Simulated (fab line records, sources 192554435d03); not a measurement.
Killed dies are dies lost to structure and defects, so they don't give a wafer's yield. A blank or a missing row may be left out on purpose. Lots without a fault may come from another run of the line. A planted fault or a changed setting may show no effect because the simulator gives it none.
fab line records | flow n5_finfet
record lots=4 wafers=12 last_day=17
route steps=1938 shown GATE_CUT@467 BEOL_M4@1111 PASSIVATION@1936
lots that met no fault: from a run of the same line without faults
start_h: hours from the record's first day to the start of the lot's first wafer shown | wait_h: hours since the lot's step before | " the same as in the row above | L1.1+2: a row that stands for several wafers | - no value, or no start given | * or withheld: withheld | < > ~ a bound
route shown NAME@n: a module of which the file shows steps, and the number in the route of the first | usual: mean/standard deviation of fault-free wafers | same: alike in all rows | chamber/n: place in a boat | sites: the reading at each site | _std_site: their standard deviation | _edge_site: outer sites' mean less inner sites' | radius_mm: how far each site lies from the wafer's centre | mask NAME#n: copy n | behind: the tool/chamber that last shaped the wafer | hold: why the lot was held/for how many hours/how that ended | device: the transistor (n, p or np) that didn't switch | end of line: the same wafers' tests at the end of the route | a step without rows: its recipe alone | killed: dies lost to structure and defects at the first sort, not the wafer's yield | map: a wafer's dies, x killed, . not, _ none there
set.NAME: the setting as run; set.NAME@STEP: as run at that earlier step | model.NAME: the simulator's own value behind a step, which no gauge read
lots at some steps of the route; a table a step, a row a wafer
services: from which hour (start_h, from the record's first day; less than 0 if before it) a tool's chamber was out of use, for how many hours, and why
## steps
# step N5_GATE_CUT_ETCHBACK_30
# recipe chemistry=Cl2/Ar target=TiN target_depth_a=30 mode=isotropic pressure_mtorr=10 icp_w=600 bias_w=60 Cl2_flow_sccm=40 Ar_flow_sccm=60
# step N5_GATE_CUT_VAPOR_ETCH_60
# recipe chemistry=BCl3/Cl2 target=HfO2 mode=isotropic
# step N5_GATE_CUT_ETCH_58
# recipe chemistry=CH3F/O2 target=SiNx target_depth_a=170 time_s=128.6 ion_energy_ev=50 pressure_mtorr=30 source_w=415 bias_w=21 Ar_flow_sccm=150 CH3F_flow_sccm=30 O2_flow_sccm=20
# step N5_GATE_CUT_STRIP_59
# recipe chemistry=N2/H2 time_s=20 power_w=100 temp_c=40 pressure_mtorr=100 rf_frequency_hz=6e+07 bias_power_w=3 n2_flow_sccm=300 h2_flow_sccm=300
# step N5_GATE_CUT_PRECLEAN_31
# recipe temp_c=23 chemistry=DIW time_s=300
# step N5_GATE_CUT_SRD_32
# recipe time_s=30 temp_c=23 rinse_liquid=diw dry=ipa_marangoni
# step N5_GATE_CUT_SAC_CAP_01
# recipe material=SiNx target_thk_a=240 temp_c=400 ald_precursor_family=SiH2I2 ald_co_reactant=N2/H2-plasma pulse_time_s=1 ald_cycles=480 purge_time_s=2 co_reactant_purge_time_s=2 pressure_torr=2
# step N5_GATE_CUT_PECVD_57
# recipe material=SiNx target_thk_a=210 temp_c=400 precursor=SiH4/NH3/N2 pressure_torr=1.5 rf_w=300
# step N5_GATE_CUT_CMP_02
# recipe stop_on=SiO2 t_overpolish_s=12.7 post_cmp_clean=alkaline_brush down_force_psi=2.5 platen_rpm=51.8 pad_velocity_m_s=1.0307 target_thk_nm=0
# step N5_GATE_CUT_HM_DEP_46
# recipe material=SiO2 target_thk_a=1300 temp_c=400 precursor=TEOS/O2 pressure_torr=6.5 rf_w=900 teos_flow_sccm=161.4 gas=O2 flow_sccm=2650 time_s=26.6
# step N5_GATE_CUT_COAT_34
# recipe resist=SOC temp_c=250 time_s=60 spin_rpm=1500 resist_thk_nm=60
# step N5_GATE_CUT_COAT_35
# recipe resist=SiARC temp_c=220 time_s=60 spin_rpm=1500 resist_thk_nm=10
# usual plate_temp_C=220.01/0.17 spin_speed_rpm=1499.9/0.93
# columns lot.wafer tool chamber start_h wait_h plate_temp_C spin_speed_rpm
L947.2 litho_track-05 0 169.12 - 220.20 1500.5
L947.5 " 0 " " 220.22 1498.4
L947.6 " 0 " " 220.22 1499.7
L952.3 litho_track-05 0 196.82 - 219.99 1417.0
L952.4 " 0 " " 219.84 1416.0
L952.5 " 0 " " 220.01 1418.8
L954.2 litho_track-04 0 210.43 - 220.07 1501.1
L954.4 " 0 " " 220.15 1501.7
L954.6 " 0 " " 219.91 1501.7
L955.3 litho_track-05 0 221.80 - 219.95 1416.5
L955.4 " 0 " " 219.97 1417.8
L955.6 " 0 " " 219.94 1417.1
# step N5_GATE_CUT_COAT_27
# recipe resist=underlayer temp_c=205 time_s=60 spin_rpm=1500 resist_thk_nm=10
# step N5_GATE_CUT_COAT_07
# recipe resist=CAR-EUV spin_rpm=1500 resist_thk_nm=30
# step N5_GATE_CUT_EBR_09
# recipe solvent=PGMEA ebr_width_mm=1.5
# step N5_GATE_CUT_SOFTBAKE_08
# recipe temp_c=110 time_s=60 resist=CAR-EUV
# step N5_GATE_CUT_EXPOSE_10
# recipe mask_id=GATE_CUT na=0.33 source_shape=annular sigma_inner=0.35 sigma_outer=0.8 polarization=unpolarized target_cd_nm=20 dose_mj=43.25
# step N5_GATE_CUT_PEB_11
# recipe peb_temp_c=100 peb_time_s=60 resist=CAR-EUV
# step N5_GATE_CUT_DEVELOP_12
# recipe develop_time_s=30 developer=TMAH resist=CAR-EUV rinse_liquid=surfactant_rinse dry=air_spin dev_temp_c=23
# step N5_GATE_CUT_DESCUM_18
# recipe chemistry=O2 time_s=7 source_power_w=50 bias_power_w=20 pressure_mtorr=20 rf_frequency_hz=2.712e+07 temp_c=40 resist=CAR-EUV o2_flow_sccm=225
# step N5_GATE_CUT_ETCH_28
# recipe chemistry=N2/H2 target=underlayer target_depth_a=130 mask_material=CAR-EUV time_s=10.4 ion_energy_ev=200 pressure_mtorr=30 source_w=840 bias_w=150 n2_flow_sccm=200 h2_flow_sccm=200 ends=cleared
# step N5_GATE_CUT_ETCH_36
# recipe chemistry=CF4 target=SiARC target_depth_a=130 mask_material=CAR-EUV time_s=21.7 ion_energy_ev=80 pressure_mtorr=40 source_w=545 bias_w=36 Ar_flow_sccm=100 cf4_flow_sccm=100 ends=cleared
# usual bias_w=36.01/0.11 drypump_motor_current_A=5.7/0.32 etch_rf_on_time_s=21.6/0.66 oes_product_au=0.68/0.055 rf_vpp_V=184.1/1.1 showerhead_plenum_p_Torr=2.14/0.065 throttle_valve_pct=15.59/0.22
# columns lot.wafer tool chamber start_h wait_h bias_w drypump_motor_current_A etch_rf_on_time_s oes_product_au rf_hours_counter_h rf_vpp_V showerhead_plenum_p_Torr throttle_valve_pct model.etch.depth_nm
L947.2 rie_diel-04 0 169.88 0.0 36.14 5.7 21.7 0.68 102 183.3 2.15 15.63 10.02
L947.5 " 2 " " 36.06 6.1 21.5 0.60 - 182.9 2.04 15.79 10.02
L947.6 " 1 " " 36.14 5.7 20.8 0.76 - 184.2 2.09 15.33 10.02
L952.3 rie_diel-04 2 197.27 0.0 35.94 6.1 22.6 0.60 218 181.9 2.04 15.80 10.3
L952.4 " 3 " " 35.94 5.0 22.8 0.66 125 183.4 2.15 15.29 10.3
L952.5 " 3 " " 36.06 5.0 22.8 0.67 - 185.6 2.15 15.32 10.34
L954.2 rie_diel-01 3 211.00 0.0 36.09 5.7 22.1 0.65 148 183.3 2.06 15.80 10.01
L954.4 " 0 " " 36.14 5.8 22.6 0.71 58 184.0 2.19 15.41 10.04
L954.6 " 0 " " 36.00 5.8 22.5 0.71 - 186.0 2.19 15.40 10.04
L955.3 rie_diel-01 0 222.37 0.0 35.91 5.8 23.5 0.70 62 184.9 2.19 15.41 10.28
L955.4 " 1 " " 36.23 5.9 21.7 0.62 204 183.4 2.05 15.83 10.28
L955.6 " 3 " " 35.88 5.7 23.0 0.64 - 181.7 2.06 15.81 10.26
# step N5_GATE_CUT_ETCH_37
# recipe chemistry=N2/H2 target=SOC target_depth_a=600 overetch_a=120 mask_material=SiARC temp_c=40 time_s=90 ion_energy_ev=200 pressure_mtorr=30 source_w=840 bias_w=150 n2_flow_sccm=200 h2_flow_sccm=200
# usual bias_w=150.0/0.42 drypump_motor_current_A=5.7/0.31 oes_product_au=0.71/0.056 rf_vpp_V=523.7/2.4 showerhead_plenum_p_Torr=2.54/0.079 throttle_valve_pct=17.76/0.26
# columns lot.wafer tool chamber start_h wait_h bias_w drypump_motor_current_A oes_product_au rf_hours_counter_h rf_vpp_V showerhead_plenum_p_Torr throttle_valve_pct model.SiARC_of_GATE_CUT_COAT_35.thk_nm
L947.2 rie_diel-04 0 169.90 0.0 149.7 5.7 0.71 102 524.4 2.54 17.65 6.2
L947.5 " 2 " " 149.2 6.1 0.63 - 520.4 2.43 18.03 6
L947.6 " 1 " " 149.8 5.7 0.79 - 520.4 2.47 17.48 5.6
L952.3 rie_diel-04 2 197.30 0.0 149.7 6.1 0.63 218 520.1 2.42 18.05 6.4
L952.4 " 3 " " 150.2 5.0 0.70 125 523.3 2.56 17.50 6.2
L952.5 " 3 " " 150.2 5.0 0.70 - 524.8 2.56 17.49 6.4
L954.2 rie_diel-01 3 211.02 0.0 149.9 5.7 0.68 148 520.3 2.43 17.97 6.2
L954.4 " 0 " " 150.0 5.8 0.76 58 526.0 2.59 17.59 6
L954.6 " 0 " " 149.8 5.8 0.75 - 525.5 2.59 17.58 6
L955.3 rie_diel-01 0 222.40 0.0 150.2 5.8 0.75 62 523.9 2.59 17.60 6.4
L955.4 " 1 " " 149.4 5.9 0.63 204 521.2 2.44 18.24 6
L955.6 " 3 " " 149.7 5.7 0.68 - 520.8 2.43 17.99 6.6
# step N5_GATE_CUT_STRIP_38
# recipe chemistry=N2/H2 temp_c=40 n2_flow_sccm=200 h2_flow_sccm=200 rf_frequency_hz=6e+07
# step N5_BEOL_M4_RC_MEAS_101
# usual DIBL_N=37.1/2.4 DIBL_P=37/3 IOFF_N=0.18/0.053 IOFF_P=0.21/0.05 ION_N=674/14 ION_P=459/9.2 SS_N=72.1/0.9 SS_P=73.4/0.89 VT_N=250/3.8 VT_P=-251/3.7
# columns lot.wafer tool chamber start_h wait_h DIBL_N[mV/V] DIBL_P[mV/V] IOFF_N[nA/um] IOFF_P[nA/um] ION_N[uA/um] ION_P[uA/um] SS_N[mV/dec] SS_P[mV/dec] VT_N[mV] VT_P[mV]
L947.2 prober-02 0 265.53 0.2 38.1 40 0.20 0.25 684 468 71.8 74.4 246 -250
L947.5 " 0 " " 36.1 37 0.15 0.20 695 473 71.1 73.2 248 -252
L947.6 " 0 " " 36.2 37 0.16 0.20 673 457 72.0 73.1 248 -251
L952.3 prober-02 0 285.62 0.3 40.4 43 0.25 0.29 687 464 72.8 73.9 246 -246
L952.4 " 0 " " 37.4 39 0.19 0.22 671 460 71.9 73.5 250 -250
L952.5 " 0 " " 37.1 39 0.18 0.21 682 463 71.5 73.3 249 -251
L954.2 prober-02 0 309.45 0.2 36.6 37 0.19 0.18 665 444 73.1 73.8 248 -254
L954.4 " 0 " " 32.3 33 0.11 0.14 658 448 70.8 71.9 252 -259
L954.6 " 0 " " 30.6 29 0.09 0.10 637 431 71.0 71.6 257 -261
L955.3 prober-01 0 309.93 0.3 38.0 39 0.20 0.21 685 458 72.1 73.7 248 -254
L955.4 " 0 " " 35.8 35 0.15 0.16 662 443 71.5 73.2 253 -257
L955.6 " 0 " " 36.7 36 0.16 0.17 667 448 71.7 73.5 247 -257
# step N5_PASSIVATION_PROBE_49
# usual defect_limited_yield=91.6/1.4 killed_at_M0_to_M3=32/9.5 killed_at_M4_up=13/6 killed_at_contacts=12/5.6 killed_at_front_end=39/11 killed_at_other=2.8/2.3 killed_dies=99/16 killed_on_rim=12/3.4 killed_open=65/12 killed_short=32/7.6 sort_bin_5_function=4.8/0.88 sort_bin_6_memory=3.2/0.65 sort_bin_8_speed=0.2/2 sort_n_pass=1077/29 sort_yield_pct=91.2/2.5
# same gross_dies=1180 killed_at_back_side=0 sort_bin_4_leakage[%]=0
# columns lot.wafer tool chamber start_h wait_h defect_limited_yield[%] killed_at_M0_to_M3 killed_at_M4_up killed_at_contacts killed_at_front_end killed_at_other killed_dies killed_on_rim killed_open killed_short sort_bin_5_function[%] sort_bin_6_memory[%] sort_bin_8_speed[%] sort_n_pass sort_yield_pct[%]
L947.2 prober-01 - 375.47 0.6 92.6 23 13 10 35 6 87 10 54 29 4.2 2.6 0 1093 92.6
L947.5 prober-01 - 375.62 0.8 89.4 40 8 30 45 2 125 13 79 41 7.1 3.4 0 1055 89.4
L947.6 prober-01 - 375.67 0.8 92.3 13 9 21 43 5 91 13 61 27 4.9 2.6 0 1089 92.3
L952.3 prober-02 - 391.42 0.1 91.0 29 25 11 37 4 106 18 70 36 5.3 3.1 0 1074 91.0
L952.4 prober-02 - 391.47 0.2 91.6 18 22 16 35 8 99 11 68 30 6.1 2.2 0 1081 91.6
L952.5 prober-02 - 391.52 0.2 92.1 25 16 7 37 8 93 15 62 30 5.0 2.9 0 1087 92.1
L954.2 prober-02 - 411.91 0.1 95.0 23 8 5 23 0 59 10 46 12 3.2 1.7 0 1121 95.0
L954.4 prober-02 - 412.01 0.2 93.1 24 13 13 30 1 81 7 56 23 3.7 3.1 0 1099 93.1
L954.6 prober-02 - 412.11 0.3 92.9 19 8 8 48 1 84 12 57 25 3.7 3.1 18.6 877 74.3
L955.3 prober-01 - 419.04 0.1 92.9 20 21 11 31 1 84 13 42 40 4.4 2.5 0 1096 92.9
L955.4 prober-01 - 419.09 0.2 93.4 32 15 13 17 1 78 11 53 21 3.5 2.8 0 1102 93.4
L955.6 prober-01 - 419.19 0.3 90.8 28 32 20 25 4 109 12 73 35 5.5 3.5 0 1071 90.8
# killed by level:class
L947.2 MOL_CONTACT_COAG:geometric_particle:open=9 BEOL_M4:geometric_particle:open=6 GATE_CUT:geometric_particle:open=5 BEOL_M0_SAQP:geometric_particle:short=5 BEOL_M2:geometric_particle:open=5 BEOL_M3:geometric_particle:open=5 STARTING-WAFER:geometric_particle:open=5 STI_FIN_REVEAL:geometric_particle:open=4
L947.5 MOL_CONTACT_COAG:geometric_particle:open=20 BEOL_M0_SAQP:geometric_particle:open=10 MOL_CONTACT_COAG:geometric_particle:short=10 FIN_SAQP:geometric_particle:open=9 BEOL_M2:geometric_particle:open=9 FIN_SAQP:geometric_particle:short=7 STI_FIN_REVEAL:geometric_particle:open=7 BEOL_M0_SAQP:geometric_particle:short=7
L947.6 MOL_CONTACT_COAG:geometric_particle:open=19 FIN_SAQP:geometric_particle:open=10 FIN_SAQP:geometric_particle:short=7 BEOL_M4:geometric_particle:open=6 STI_FIN_REVEAL:geometric_particle:open=4 STARTING-WAFER:geometric_particle:open=4 BEOL_M0_SAQP:geometric_particle:short=3 GATE_CUT:geometric_particle:short=3
L952.3 STI_FIN_REVEAL:geometric_particle:open=12 BEOL_M4:geometric_particle:open=11 MOL_CONTACT_COAG:geometric_particle:open=10 BEOL_M1:geometric_particle:open=9 BEOL_M4:geometric_particle:short=7 DUMMY_GATE:geometric_particle:open=6 GATE_CUT:geometric_particle:short=5 BEOL_M0_SAQP:geometric_particle:short=5
L952.4 MOL_CONTACT_COAG:geometric_particle:open=14 BEOL_M4:geometric_particle:open=9 STI_FIN_REVEAL:geometric_particle:open=8 FIN_SAQP:geometric_particle:open=6 STI_FIN_REVEAL:geometric_particle:short=4 BEOL_M1:geometric_particle:open=4 BEOL_M2:geometric_particle:open=4 BEOL_M4:geometric_particle:short=4
L952.5 STI_FIN_REVEAL:geometric_particle:open=17 BEOL_M3:geometric_particle:open=8 BEOL_M4:geometric_particle:open=8 BEOL_M0_SAQP:geometric_particle:short=7 MOL_CONTACT_COAG:geometric_particle:open=6 BEOL_M1:geometric_particle:short=4 FIN_SAQP:geometric_particle:short=3 STI_FIN_REVEAL:geometric_particle:short=3
L954.2 FIN_SAQP:geometric_particle:open=6 DUMMY_GATE:geometric_particle:open=6 BEOL_M0_SAQP:geometric_particle:open=6 MOL_CONTACT_COAG:geometric_particle:open=5 GATE_CUT:geometric_particle:open=4 BEOL_M1:geometric_particle:open=4 BEOL_M0_SAQP:geometric_particle:short=3 BEOL_M3:geometric_particle:open=3
L954.4 MOL_CONTACT_COAG:geometric_particle:open=11 FIN_SAQP:geometric_particle:open=8 STI_FIN_REVEAL:geometric_particle:open=7 BEOL_M2:geometric_particle:open=7 BEOL_M0_SAQP:geometric_particle:short=6 GATE_CUT:geometric_particle:short=5 BEOL_M3:geometric_particle:open=5 BEOL_M4:geometric_particle:open=5
L954.6 STI_FIN_REVEAL:geometric_particle:open=12 MOL_CONTACT_COAG:geometric_particle:open=7 FIN_SAQP:geometric_particle:open=6 BEOL_M1:geometric_particle:open=6 STARTING-WAFER:geometric_particle:short=5 DUMMY_GATE:geometric_particle:short=5 STARTING-WAFER:geometric_particle:open=5 GATE_CUT:geometric_particle:open=4
L955.3 FIN_SAQP:geometric_particle:short=10 MOL_CONTACT_COAG:geometric_particle:open=8 FIN_SAQP:geometric_particle:open=7 BEOL_M0_SAQP:geometric_particle:short=7 BEOL_M4:geometric_particle:open=6 BEOL_M5:geometric_particle:short=5 BEOL_M1:geometric_particle:open=4 GATE_CUT:geometric_particle:short=4
L955.4 MOL_CONTACT_COAG:geometric_particle:open=11 BEOL_M4:geometric_particle:open=10 BEOL_M0_SAQP:geometric_particle:short=8 BEOL_M1:geometric_particle:open=6 BEOL_M0_SAQP:geometric_particle:open=5 BEOL_M3:geometric_particle:open=5 BEOL_M2:geometric_particle:open=4 FIN_SAQP:geometric_particle:open=3
L955.6 BEOL_M4:geometric_particle:open=17 MOL_CONTACT_COAG:geometric_particle:open=16 BEOL_M1:geometric_particle:open=8 DUMMY_GATE:geometric_particle:open=7 BEOL_M3:geometric_particle:open=6 BEOL_M3:geometric_particle:short=6 FIN_SAQP:geometric_particle:short=4 MOL_CONTACT_COAG:geometric_particle:short=4
## services
# columns tool chamber start_h hours kind
rie_diel-04 - 146.76 2.8 pm
rie_diel-04 2 163.49 3.9 repair
rie_diel-01 - 207.15 2.3 repair
## key
first_sign step=N5_GATE_CUT_COAT_35 reading=spin_speed_rpm direction=down sigmas=89 usual=* struck=*
effect none on later readings
model_effect step=N5_GATE_CUT_ETCH_36 value=etch.depth_nm without=10 struck=10.29
model_effect step=N5_GATE_CUT_ETCH_37 value=SiARC_of_GATE_CUT_COAT_35.thk_nm without=6 struck=6.333
met_at N5_GATE_CUT_COAT_35
struck_wafers L952.3,L952.4,L952.5,L955.3,L955.4,L955.6
onset_between 169.12 196.82
fault kind=process_parameter_drift tool=litho_track-05 chamber=- onset_h=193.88 steps=N5_GATE_CUT_COAT_35 channel=spin_rpm offset=* shape=step end_h=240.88 acts_in=* stated=*
